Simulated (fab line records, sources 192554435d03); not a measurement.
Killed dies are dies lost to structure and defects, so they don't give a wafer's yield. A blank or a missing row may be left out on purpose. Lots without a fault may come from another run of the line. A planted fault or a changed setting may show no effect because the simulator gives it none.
Chamber matching | flow n5_finfet | N5_PASSIVATION_PECVD_55 on pecvd-03: 3 sister chambers
The step deposits SiO2 from SiH4/N2O, target thk 400 nm, time 22.5 s. 3 wafers are shown with their chamber, then 7 later ones without.

WAFERS WITH THEIR CHAMBER
wafer  | chamber | throttle_valve_pct (%)
L083.3 | 1       | 52
L085.1 | 2       | 44
L085.2 | 0       | 50

WAFERS WITHOUT THEIR CHAMBER
wafer  | throttle_valve_pct (%)
L085.6 | 45
L087.1 | 45
L087.3 | 50
L087.5 | 52
L093.1 | 50
L093.4 | 45
L093.5 | 45

WHICH CHAMBER EACH WENT THROUGH
wafer  | from the rows above | in truth
L085.6 | 2                   | 2
L087.1 | 2                   | 2
L087.3 | 0                   | 0
L087.5 | 1                   | 1
L093.1 | 0                   | 0
L093.4 | 2                   | 2
L093.5 | 2                   | 2
Placed correctly: 7 of 7. Can't be placed from these rows: 0. Placed wrongly: 0.
How it was worked out, from the rows above alone: a wafer's distance from a chamber is the root of the sum, over the readings, of the square of ((its reading less the chamber's mean) divided by the reading's scatter). The wafer belongs to the nearest chamber; if the next one is less than 2 further off, it can't be placed. A chamber's mean is the mean of its shown wafers. The scatter: with one shown wafer a chamber, the root of the mean of the squares of how far each hidden wafer lies from its nearest shown one.
